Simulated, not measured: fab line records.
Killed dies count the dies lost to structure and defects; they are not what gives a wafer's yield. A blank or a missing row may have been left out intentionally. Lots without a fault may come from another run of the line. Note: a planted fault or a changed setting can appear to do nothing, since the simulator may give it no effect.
Lot-split experiment	flow n5_finfet	on a route of 1938 steps: 7 lots, 21 wafers read

THE SPLIT ITSELF
At N5_GATE_CUT_COAT_07 (resist thk 30 nm), the setting spin_rpm was moved away from the recipe's 1500 rpm on 5 of the 21 wafers read, by -9.9% to +4.7%. All remaining wafers had this setting at the recipe value.

FROM THE SPLIT TO THE READING: what the file shows between them, 2 steps
- N5_GATE_CUT_EXPOSE_10: exposes mask GATE CUT, target cd 20 nm (also split here: dose_mj)
- N5_GATE_CUT_PEB_11: peb time 60 s

THE READING
CAR-EUV_of_GATE_CUT_COAT_07.thk_nm (the simulator's own value, which no gauge read), in nm, at N5_GATE_CUT_DEVELOP_12 (develop time 30 s). The file gives no usual value for it. Here, 16 wafers ran the recipe; their average is 29.6 nm with a standard deviation of 0.048 nm.

wafer	tool, chamber at the split	spin_rpm as run, rpm	against the recipe	CAR-EUV_of_GATE_CUT_COAT_07.thk_nm, nm	against lot-mates on the recipe
L077.4	litho_track-03, 0	1500	recipe	29.6	-
L077.5	litho_track-03, 0	1500	recipe	29.6	-
L077.6	litho_track-03, 0	1500	recipe	29.6	-
L081.1	litho_track-05, 0	1408	-6.1%	30.6	+1.0
L081.5	litho_track-05, 0	1500	recipe	29.6	-
L081.6	litho_track-05, 0	1408	-6.1%	30.4	+0.8
L083.3	litho_track-05, 0	1500	recipe	29.6	-
L083.4	litho_track-05, 0	1500	recipe	29.6	-
L083.6	litho_track-05, 0	1570	+4.7%	29	-0.6
L084.4	litho_track-03, 0	1500	recipe	29.6	-
L084.5	litho_track-03, 0	1500	recipe	29.6	-
L084.6	litho_track-03, 0	1500	recipe	29.6	-
L088.2	litho_track-05, 0	1500	recipe	29.6	-
L088.5	litho_track-05, 0	1500	recipe	29.6	-
L088.6	litho_track-05, 0	1500	recipe	29.6	-
L093.2	litho_track-05, 0	1426	-4.9%	30.4	+0.7
L093.3	litho_track-05, 0	1500	recipe	29.8	-
L093.5	litho_track-05, 0	1500	recipe	29.6	-
L097.2	litho_track-03, 0	1500	recipe	29.6	-
L097.5	litho_track-03, 0	1500	recipe	29.6	-
L097.4	litho_track-03, 0	1352	-9.9%	31.2	+1.6

THE FIT
A straight line over all 21 wafers: CAR-EUV_of_GATE_CUT_COAT_07.thk_nm changes by -0.152 nm for each +1% of spin_rpm; r = -0.99; the points scatter about the line by 0.065 nm.
The same after taking each lot's own level away (the mean of its wafers on the recipe; 21 wafers): -0.151 nm for each +1%; r = -0.99; scatter 0.059 nm.
According to that fit, moving spin_rpm by its largest amount changes the reading by 1.5 nm.
Across the lots, their own levels run from 29.60 to 29.70 nm, a range of 2.1 times the standard deviation given above.
Hence the lot-to-lot level has little effect on the slope; both slopes agree.
Check: for one of the wafers moved furthest among these (-9.9%), held out of the fit, the line's prediction against its lot-mates is +1.41 nm. Against them it came out at +1.6 nm.

THESE WAFERS: OTHER SPLITS
Other splits were also applied to these wafers ahead of the reading. Each is held against what the fit with the lots' levels taken away leaves over:
other split on the same wafers	wafers away from the commonest value	r with CAR-EUV_of_GATE_CUT_COAT_07.thk_nm (lot level and that fit taken away)
N5_HKMG_FIN_CVD_62 temp_c	7	+0.04
N5_GATE_CUT_EXPOSE_10 dose_mj	5	-0.15

THE WHOLE CHAIN: every reading that the file lists as answering this split, in the file's order
step	what it does	reading	change (the file's fit)	r (the file's)
N5_GATE_CUT_COAT_07	resist thk 30 nm	CAR-EUV_of_GATE_CUT_COAT_07.thk_nm (the simulator's own value, which no gauge read)	-0.158 nm for each +1% of the setting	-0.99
N5_GATE_CUT_DEVELOP_12	develop time 30 s	CAR-EUV_of_GATE_CUT_COAT_07.thk_nm (the simulator's own value, which no gauge read)	-0.152 nm for each +1% of the setting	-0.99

FILE'S OWN FIT
CAR-EUV_of_GATE_CUT_COAT_07.thk_nm changes by -0.152 nm for each +1% of spin_rpm, r = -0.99.
